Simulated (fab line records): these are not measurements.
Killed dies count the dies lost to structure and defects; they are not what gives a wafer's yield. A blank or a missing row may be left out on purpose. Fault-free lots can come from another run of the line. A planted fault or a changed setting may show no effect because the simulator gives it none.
Matching of chambers    flow nandHarc    3 sister chambers for NHARC_A_ZERO_WELL_ETCH_19 on rieDiel-05
The step etches the open film in N2/H2, target depth 80 nm, overetch 24 nm, time 87.88 s. 6 wafers are shown with their chamber, then 4 later ones without.

EACH WAFER AND ITS CHAMBER
wafer   chamber  drypumpMotorCurrentA (A)  rfVppV (V)
L938.2  0        6.9                       428.9
L939.1  2        6.0                       430.8
L939.2  0        6.9                       431.5
L939.4  3        5.4                       427.5
L944.1  2        6.0                       429.3
L944.4  3        5.3                       428.1

WAFERS WHOSE CHAMBER IS MISSING
wafer   drypumpMotorCurrentA (A)  rfVppV (V)
L946.1  6.0                       430.2
L946.3  6.9                       432.2
L949.2  5.3                       428.3
L949.3  6.9                       431.2

CHAMBER TAKEN BY EACH
wafer   from the rows above  in truth
L946.1  2                    2
L946.3  0                    0
L949.2  3                    3
L949.3  0                    0
Placed correctly: 4 of 4. Number that these rows cannot place: 0. 0 placed wrongly.
How it was worked out, from the rows above alone: a wafer's distance from a chamber is the root of the sum, over the readings, of the square of ((its reading less the chamber's mean) divided by the reading's scatter). If the next closest chamber is less than 2 further off than the closest, the wafer can't be placed; otherwise it belongs to the closest. Each chamber's mean is taken over the wafers shown for it. The scatter: the root of (the sum of the squares of (reading less its chamber's mean) over the shown wafers, divided by (wafers less chambers)).
